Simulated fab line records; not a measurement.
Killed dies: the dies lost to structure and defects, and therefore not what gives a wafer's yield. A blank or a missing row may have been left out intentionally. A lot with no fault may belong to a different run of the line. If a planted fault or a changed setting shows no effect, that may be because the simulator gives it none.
fab line records ; flow n5_finfet
record lots=10; wafers=29; last_day=17
route steps=1938 shown BEOL_M10@1509 PASSIVATION@1936
lots that met no fault: from a run of the same line without faults
start_h: start of the lot's first displayed wafer, in hours after the record's first day ; wait_h: hours from the lot's prior step to this one ; " identical to the entry in the row above ; L1.1+2: a single row standing in for several wafers ; - no value, or no start given ; * or withheld: withheld ; < > ~ a bound
route shown NAME@n: a module of which the file shows steps, and the number in the route of the first ; usual: the fault-free wafers' mean and standard deviation ; same: alike in all rows ; chamber/n: place in a boat ; sites: the reading at each site ; _std_site: standard deviation across them ; _edge_site: outer sites' mean less inner sites' ; radius_mm: how far each site lies from the wafer's centre ; mask NAME#n: copy n ; behind: tool/chamber where the wafer was last shaped ; hold: cause of the lot's hold/its duration in hours/its outcome ; device: the n, p or np transistor that did not switch ; end of line: the route-end tests of the same wafers ; a step given without rows: its recipe and nothing more ; killed: dies lost to structure and defects at the first sort, not the wafer's yield ; map: a wafer's dies, marking killed ones x, the rest . and places with no die _
set.NAME: the run value of the setting; set.NAME@STEP: its run value at that earlier step ; model.NAME: the simulator's own value behind a step, which no gauge read
one table for each step of the route and one row for each wafer, over a sample of lots
services: from which hour (start_h, from the record's first day; less than 0 if before it) a tool's chamber was out of use, for how many hours, and why
## steps
# step N5_BEOL_M10_VIA_ETCH_34
# recipe chemistry=C4F6/O2; target=SiCOH_lowk; target_depth_a=1845; mask_material=SOC; taper_deg=4; time_s=69.2; ion_energy_ev=250; pressure_mtorr=30; source_w=345; bias_w=185; Ar_flow_sccm=300; C4F6_flow_sccm=10; O2_flow_sccm=10
# usual C4F6_flow_sccm=9.993/0.026; drypump_motor_current_A=5.8/0.31; mfc_ar_sccm=300.0/0.96; oes_product_au=0.79/0.077; rf_vpp_V=671/23; showerhead_plenum_p_Torr=2.86/0.074; throttle_valve_pct=20.85/0.25
lot.wafer;tool;chamber;start_h;wait_h;C4F6_flow_sccm;drypump_motor_current_A;mfc_ar_sccm;oes_product_au;rf_hours_counter_h;rf_vpp_V;showerhead_plenum_p_Torr;throttle_valve_pct
L518.1;rie_diel-04;3;222.98;0.0;10.015;6.1;301.1;0.78;95;671;2.79;20.93
L518.5;rie_diel-04;3;222.98;0.0;9.996;6.2;300.5;0.77;-;672;2.79;20.92
L522.2;rie_diel-01;2;250.83;0.0;9.979;5.8;300.4;0.91;14;670;3.07;21.29
L522.4;rie_diel-01;0;250.83;0.0;9.985;5.1;299.3;0.84;60;643;2.87;20.67
L522.6;rie_diel-01;1;250.83;0.0;10.016;5.6;301.0;0.71;-;682;2.90;21.15
L525.1;rie_diel-04;3;274.70;0.0;9.968;6.1;301.4;0.75;114;671;2.78;20.94
L525.3;rie_diel-04;1;274.70;0.0;10.020;5.4;299.3;0.68;244;686;2.81;20.86
L525.5;rie_diel-04;1;274.70;0.0;10.011;5.4;295.6;0.68;-;685;2.81;20.85
L528.1;rie_diel-06;3;280.90;0.0;9.973;6.0;299.4;0.78;137;636;2.85;20.79
L528.4;rie_diel-06;0;280.90;0.0;9.962;5.6;300.3;0.78;88;711;2.76;20.52
L528.5;rie_diel-06;0;280.90;0.0;9.942;5.6;301.3;0.78;-;711;2.76;20.49
L527.3;rie_diel-06;0;289.15;0.0;9.958;5.5;298.1;0.78;91;710;2.76;20.52
L527.4;rie_diel-06;3;289.15;0.0;10.022;6.0;300.4;0.77;140;636;2.85;20.78
L527.5;rie_diel-06;0;289.15;0.0;9.981;5.5;301.2;0.78;-;709;2.76;20.52
L530.1;rie_diel-04;3;308.37;0.0;10.005;6.1;299.4;0.75;126;670;2.77;20.97
L530.4;rie_diel-04;0;308.37;0.0;10.032;6.2;299.1;0.82;-;691;2.87;20.60
L530.5;rie_diel-04;3;308.37;0.0;10.033;6.1;298.8;0.75;-;671;2.77;20.96
L534.1;rie_diel-04;0;322.93;0.0;10.013;6.2;299.4;0.81;90;692;2.86;20.62
L534.2;rie_diel-04;1;322.93;0.0;10.018;5.4;300.3;0.96;1;686;2.81;20.54
L534.6;rie_diel-04;2;322.93;0.0;9.990;5.5;300.5;0.68;-;638;2.92;20.75
L538.1;rie_diel-04;1;338.04;0.0;10.006;5.4;300.7;0.93;4;684;2.81;20.53
L538.4;rie_diel-04;3;338.04;0.0;10.007;6.2;299.8;0.74;138;670;2.77;20.98
L538.5;rie_diel-04;0;338.04;0.0;10.012;6.2;299.7;0.81;-;690;2.86;20.64
L537.1;rie_diel-06;3;340.29;0.0;9.976;6.1;298.8;0.76;156;637;2.84;20.81
L537.2;rie_diel-06;1;340.29;0.0;9.979;5.9;299.6;0.90;38;655;2.92;20.97
L537.4;rie_diel-06;2;340.29;0.0;9.987;5.7;300.4;0.78;144;670;2.87;21.27
L540.1;rie_diel-06;2;352.82;0.0;10.010;5.6;300.9;0.78;148;669;2.87;21.28
L540.2;rie_diel-06;3;352.82;0.0;9.977;6.0;299.3;0.76;161;637;2.84;20.81
L540.6;rie_diel-06;3;352.82;0.0;10.000;6.0;300.3;0.76;-;635;2.84;20.82
# step N5_BEOL_M10_STRIP_77
# recipe chemistry=N2/H2; time_s=10; power_w=450; temp_c=40; pressure_mtorr=20; rf_frequency_hz=6e+07; bias_power_w=7; n2_flow_sccm=200; h2_flow_sccm=200
# usual bias_power_w=7.002/0.018; chamber_pressure_mTorr=20.001/0.018; drypump_motor_current_A=5.8/0.31; n2_flow_sccm=199.8/0.62; oes_product_au=0.79/0.077; rf_vpp_V=59.2/0.85; showerhead_plenum_p_Torr=2.55/0.072; throttle_valve_pct=23.6/0.31
lot.wafer;tool;chamber;start_h;wait_h;bias_power_w;chamber_pressure_mTorr;drypump_motor_current_A;n2_flow_sccm;oes_product_au;rf_hours_counter_h;rf_vpp_V;showerhead_plenum_p_Torr;throttle_valve_pct
L518.1;rie_diel-04;3;223.18;-;7.026;20.018;6.1;199.1;0.78;95;57.9;2.44;23.3
L518.5;rie_diel-04;3;223.18;-;6.988;20.042;6.2;199.8;0.78;-;59.0;2.44;23.3
L522.2;rie_diel-01;2;251.04;-;7.000;19.995;5.8;200.2;0.92;14;60.3;2.71;23.9
L522.4;rie_diel-01;0;251.04;-;6.956;20.028;5.1;199.7;0.82;60;58.4;2.62;23.9
L522.6;rie_diel-01;1;251.04;-;7.009;20.008;5.6;199.6;0.72;-;59.3;2.63;24.4
L525.1;rie_diel-04;3;274.91;-;6.985;19.985;6.2;199.4;0.76;114;57.8;2.43;23.3
L525.3;rie_diel-04;1;274.91;-;7.003;19.992;5.4;200.1;0.67;244;60.3;2.49;23.2
L525.5;rie_diel-04;1;274.91;-;6.988;20.041;5.4;200.6;0.66;-;60.5;2.49;23.2
L528.1;rie_diel-06;3;281.10;-;6.998;19.997;6.0;200.1;0.78;137;59.2;2.54;23.4
L528.4;rie_diel-06;0;281.10;-;7.001;20.005;5.6;199.2;0.78;88;57.8;2.49;23.7
L528.5;rie_diel-06;0;281.10;-;6.997;20.002;5.5;199.4;0.78;-;59.7;2.49;23.7
L527.3;rie_diel-06;0;289.35;-;7.046;20.021;5.6;199.8;0.77;91;58.4;2.49;23.7
L527.4;rie_diel-06;3;289.35;-;7.020;20.044;6.0;199.9;0.78;140;59.7;2.54;23.4
L527.5;rie_diel-06;0;289.35;-;7.024;20.009;5.6;199.7;0.78;-;59.1;2.49;23.7
L530.1;rie_diel-04;3;308.57;-;7.016;19.984;6.1;200.5;0.74;126;59.6;2.42;23.3
L530.4;rie_diel-04;0;308.57;-;7.014;19.997;6.3;201.0;0.82;-;58.7;2.58;23.7
L530.5;rie_diel-04;3;308.57;-;7.002;20.003;6.2;200.3;0.75;-;58.0;2.42;23.3
L534.1;rie_diel-04;0;323.14;-;7.013;19.992;6.2;200.1;0.80;90;59.7;2.57;23.7
L534.2;rie_diel-04;1;323.14;-;6.965;14.005;5.4;200.0;0.94;1;58.8;2.48;23.0
L534.6;rie_diel-04;2;323.14;-;7.001;19.987;5.5;199.6;0.67;-;60.9;2.61;23.5
L538.1;rie_diel-04;1;338.24;-;7.033;14.012;5.4;199.3;0.93;4;59.0;2.48;23.0
L538.4;rie_diel-04;3;338.24;-;7.004;20.008;6.2;199.4;0.74;138;59.5;2.42;23.3
L538.5;rie_diel-04;0;338.24;-;7.000;19.996;6.2;199.6;0.81;-;59.9;2.57;23.7
L537.1;rie_diel-06;3;340.49;-;6.999;19.980;6.1;199.9;0.75;157;58.6;2.53;23.4
L537.2;rie_diel-06;1;340.49;-;6.990;19.988;5.9;199.2;0.89;38;59.1;2.58;23.4
L537.4;rie_diel-06;2;340.49;-;7.013;20.007;5.7;200.3;0.76;144;58.8;2.52;23.7
L540.1;rie_diel-06;2;353.02;-;7.058;20.004;5.7;198.9;0.77;148;59.7;2.52;23.7
L540.2;rie_diel-06;3;353.02;-;7.007;19.960;6.1;198.7;0.76;161;59.0;2.53;23.4
L540.6;rie_diel-06;3;353.02;-;7.006;19.991;6.0;199.6;0.75;-;59.0;2.53;23.4
# step N5_BEOL_M10_CURE_72
# recipe temp_c=370; time_s=120; ambient=DMADMS/He; material=SiCOH_lowk
# usual lamp_power_pct=52.31/0.054; wafer_temp_C_max=371.7/0.5
lot.wafer;tool;chamber;start_h;wait_h;lamp_power_pct;wafer_temp_C_max
L518.1;uv_cure-01;1;223.67;0.3;52.29;371.0
L518.5;uv_cure-01;1;223.67;0.3;52.37;371.2
L522.2;uv_cure-03;0;251.36;0.1;52.32;372.5
L522.4;uv_cure-03;0;251.36;0.1;52.34;371.9
L522.6;uv_cure-03;0;251.36;0.1;52.33;371.9
L525.1;uv_cure-02;1;275.36;0.2;52.27;371.1
L525.3;uv_cure-02;1;275.36;0.2;52.33;372.1
L525.5;uv_cure-02;1;275.36;0.2;52.29;372.3
L528.1;uv_cure-02;1;281.38;0.0;52.26;372.5
L528.4;uv_cure-02;1;281.38;0.0;52.44;371.9
L528.5;uv_cure-02;1;281.38;0.0;52.37;371.9
L527.3;uv_cure-02;0;289.73;0.1;52.43;371.9
L527.4;uv_cure-02;0;289.73;0.1;52.26;372.4
L527.5;uv_cure-02;0;289.73;0.1;52.30;371.7
L530.1;uv_cure-01;2;308.84;0.0;52.35;371.9
L530.4;uv_cure-01;2;308.84;0.0;52.27;372.3
L530.5;uv_cure-01;2;308.84;0.0;52.34;372.4
L534.1;uv_cure-02;2;323.42;0.0;52.30;371.7
L534.2;uv_cure-02;2;323.42;0.0;52.36;371.0
L534.6;uv_cure-02;2;323.42;0.0;52.39;371.7
L538.1;uv_cure-03;2;338.51;0.0;52.32;371.8
L538.4;uv_cure-03;2;338.51;0.0;52.36;371.3
L538.5;uv_cure-03;2;338.51;0.0;52.34;371.4
L537.1;uv_cure-01;2;340.77;0.0;52.37;371.5
L537.2;uv_cure-01;2;340.77;0.0;52.28;371.9
L537.4;uv_cure-01;2;340.77;0.0;52.25;371.7
L540.1;uv_cure-01;0;353.39;0.0;52.27;371.3
L540.2;uv_cure-01;0;353.39;0.0;52.28;371.2
L540.6;uv_cure-01;0;353.39;0.0;52.33;371.1
# step N5_BEOL_M10_PRE_CLEAN_45
# recipe gas=H2/He; time_s=30; temp_c=250
# usual heater_power_w=324/20; susceptor_temp_C=249.99/0.18
lot.wafer;tool;chamber;start_h;wait_h;heater_power_w;susceptor_temp_C
L518.1;pvd_sputter-02;-;224.22;0.0;307;249.90
L518.5;pvd_sputter-02;-;224.22;0.0;345;249.98
L522.2;pvd_sputter-01;-;251.79;0.0;323;250.06
L522.4;pvd_sputter-01;-;251.79;0.0;269;249.94
L522.6;pvd_sputter-01;-;251.79;0.0;329;249.77
L525.1;pvd_sputter-02;-;275.98;0.0;316;250.03
L525.3;pvd_sputter-02;-;275.98;0.0;326;249.84
L525.5;pvd_sputter-02;-;275.98;0.0;350;250.29
L528.1;pvd_sputter-02;-;281.96;0.0;314;249.89
L528.4;pvd_sputter-02;-;281.96;0.0;322;250.18
L528.5;pvd_sputter-02;-;281.96;0.0;312;249.81
L527.3;pvd_sputter-01;-;290.02;0.0;321;250.00
L527.4;pvd_sputter-01;-;290.02;0.0;336;250.04
L527.5;pvd_sputter-01;-;290.02;0.0;279;249.68
L530.1;pvd_sputter-01;-;309.26;0.0;276;249.85
L530.4;pvd_sputter-01;-;309.26;0.0;337;249.98
L530.5;pvd_sputter-01;-;309.26;0.0;322;249.78
L534.1;pvd_sputter-02;-;323.95;0.0;340;249.97
L534.2;pvd_sputter-02;-;323.95;0.0;321;250.10
L534.6;pvd_sputter-02;-;323.95;0.0;325;249.97
L538.1;pvd_sputter-02;-;339.53;0.0;319;249.79
L538.4;pvd_sputter-02;-;339.53;0.0;313;250.17
L538.5;pvd_sputter-02;-;339.53;0.0;311;249.87
L537.1;pvd_sputter-03;-;341.15;0.0;314;249.61
L537.2;pvd_sputter-03;-;341.15;0.0;354;249.91
L537.4;pvd_sputter-03;-;341.15;0.0;339;249.98
L540.1;pvd_sputter-03;-;354.01;0.0;316;249.89
L540.2;pvd_sputter-03;-;354.01;0.0;341;249.68
L540.6;pvd_sputter-03;-;354.01;0.0;326;249.81
# step N5_PASSIVATION_PROBE_49
# usual defect_limited_yield=91.4/1.6; killed_at_M0_to_M3=35/10; killed_at_M4_up=12/4.7; killed_at_contacts=12/5.8; killed_at_front_end=38/12; killed_at_other=4/3.2; killed_dies=102/18; killed_open=68/14; killed_short=32/8; sort_bin_5_function=5.1/0.96; sort_bin_6_memory=3.2/0.77; sort_bin_8_speed=0.1/0.39; sort_n_pass=1078/20; sort_yield_pct=91.3/1.7
# same gross_dies=1180; killed_at_back_side=0; sort_bin_4_leakage[%]=0
lot.wafer;tool;chamber;start_h;wait_h;defect_limited_yield[%];killed_at_M0_to_M3;killed_at_M4_up;killed_at_contacts;killed_at_front_end;killed_at_other;killed_dies;killed_open;killed_short;sort_bin_5_function[%];sort_bin_6_memory[%];sort_bin_8_speed[%];sort_n_pass;sort_yield_pct[%]
L530.1;prober-01;-;359.75;0.5;92.1;29;14;12;36;2;93;69;24;4.9;2.4;0;1087;92.1
L530.4;prober-01;-;359.90;0.6;92.7;27;9;15;30;5;86;53;32;5.3;1.9;0;1094;92.7
L530.5;prober-01;-;359.95;0.7;91.8;29;13;12;40;3;97;69;25;4.7;3.3;0;1083;91.8
L534.2;prober-01;-;373.99;0.1;91.2;33;7;12;47;5;104;81;23;5.1;3.5;0;1076;91.2
L537.1;prober-01;-;394.30;0.0;93.0;18;8;10;35;12;83;52;31;4.4;2.5;0;1097;93.0
L537.2;prober-01;-;394.35;0.1;91.6;23;5;4;61;6;99;64;35;4.4;3.6;0;1081;91.6
L537.4;prober-01;-;394.45;0.2;90.4;30;12;11;52;8;113;79;34;6.4;3.1;0;1067;90.4
# killed by level:class
L530.1 BEOL_M0_SAQP:geometric_particle:open=10 GATE_CUT:geometric_particle:open=9 MOL_CONTACT_COAG:geometric_particle:open=9 FIN_SAQP:geometric_particle:open=7 BEOL_M0_SAQP:geometric_particle:short=6 BEOL_M2:geometric_particle:open=6 DUMMY_GATE:geometric_particle:open=5 BEOL_M4:geometric_particle:open=5
L530.4 STI_FIN_REVEAL:geometric_particle:open=12 BEOL_M0_SAQP:geometric_particle:short=12 MOL_CONTACT_COAG:geometric_particle:open=11 BEOL_M0_SAQP:geometric_particle:open=8 GATE_CUT:geometric_particle:short=4 MOL_CONTACT_COAG:geometric_particle:short=4 PASS1_CAP:geometric_particle:open=4 GATE_CUT:geometric_particle:open=3
L530.5 STI_FIN_REVEAL:geometric_particle:open=8 MOL_CONTACT_COAG:geometric_particle:open=8 BEOL_M0_SAQP:geometric_particle:open=8 BEOL_M1:geometric_particle:open=7 BEOL_M7:geometric_particle:open=7 FIN_SAQP:geometric_particle:short=6 BEOL_M2:geometric_particle:open=6 DUMMY_GATE:geometric_particle:open=5
L534.2 FIN_SAQP:geometric_particle:open=22 BEOL_M0_SAQP:geometric_particle:open=11 MOL_CONTACT_COAG:geometric_particle:open=9 FIN_SAQP:geometric_particle:short=9 BEOL_M2:geometric_particle:open=6 BEOL_M0_SAQP:geometric_particle:short=5 BEOL_M1:geometric_particle:open=5 BEOL_M3:geometric_particle:open=5
L537.1 STI_FIN_REVEAL:geometric_particle:open=15 MIM_TOP:geometric_particle:short=8 FIN_SAQP:geometric_particle:short=6 MOL_CONTACT_COAG:geometric_particle:short=5 DUMMY_GATE:geometric_particle:open=5 MOL_CONTACT_COAG:geometric_particle:open=5 BEOL_M2:geometric_particle:open=5 BEOL_M4:geometric_particle:open=5
L537.2 STI_FIN_REVEAL:geometric_particle:open=17 DUMMY_GATE:geometric_particle:open=9 BEOL_M3:geometric_particle:open=8 FIN_SAQP:geometric_particle:open=7 FIN_SAQP:geometric_particle:short=6 MIM_TOP:geometric_particle:open=5 STARTING-WAFER:geometric_particle:short=5 STARTING-WAFER:geometric_particle:open=5
L537.4 STI_FIN_REVEAL:geometric_particle:open=16 BEOL_M2:geometric_particle:open=10 MOL_CONTACT_COAG:geometric_particle:open=9 DUMMY_GATE:geometric_particle:open=8 FIN_SAQP:geometric_particle:short=6 BEOL_M3:geometric_particle:open=6 FIN_SAQP:geometric_particle:open=5 BEOL_M4:geometric_particle:open=5
## services
tool;chamber;start_h;hours;kind
uv_cure-02;-;199.89;2.8;pm
rie_diel-06;1;203.30;-;clean
rie_diel-06;1;203.30;-;consumable_replace:focus_ring
rie_diel-04;1;204.77;9.1;repair
uv_cure-01;-;232.86;7.5;pm
rie_diel-06;3;242.09;1.5;repair
rie_diel-06;0;242.48;1.3;repair
uv_cure-03;-;256.48;1.0;pm
rie_diel-04;0;276.72;15.8;repair
uv_cure-01;-;277.48;14.6;pm
rie_diel-04;3;290.02;5.1;repair
rie_diel-04;2;293.54;9.1;repair
uv_cure-02;-;302.00;1.9;repair
rie_diel-04;1;302.68;-;clean
rie_diel-04;1;302.68;-;consumable_replace:focus_ring
rie_diel-04;1;302.68;12.8;scheduled_down
rie_diel-04;1;302.68;12.8;vent_cycle
rie_diel-04;3;327.77;1.6;repair
uv_cure-02;-;337.49;2.1;pm
rie_diel-04;2;340.26;-;clean
rie_diel-04;2;340.26;-;consumable_replace:focus_ring
rie_diel-04;2;340.26;17.9;scheduled_down
rie_diel-04;2;340.26;17.9;vent_cycle
pvd_sputter-01;-;346.24;2.4;repair
## key
first_sign step=N5_BEOL_M10_STRIP_77; reading=chamber_pressure_mTorr; direction=down; sigmas=99+; usual=*; struck=*
effect none on later readings
met_at N5_BEOL_M10_STRIP_77
struck_lots L534,L538
struck_wafers L534.2,L538.1
not_acting_at N5_BEOL_M10_VIA_ETCH_34,N5_BEOL_M10_CURE_72,N5_BEOL_M10_PRE_CLEAN_45
onset_between 274.91 323.14
fault kind=process_parameter_drift; tool=rie_diel-04; chamber=1; onset_h=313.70; steps=N5_BEOL_M10_STRIP_77; channel=pressure_mtorr; offset=*; shape=step; end_h=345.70; acts_in=*; stated=*
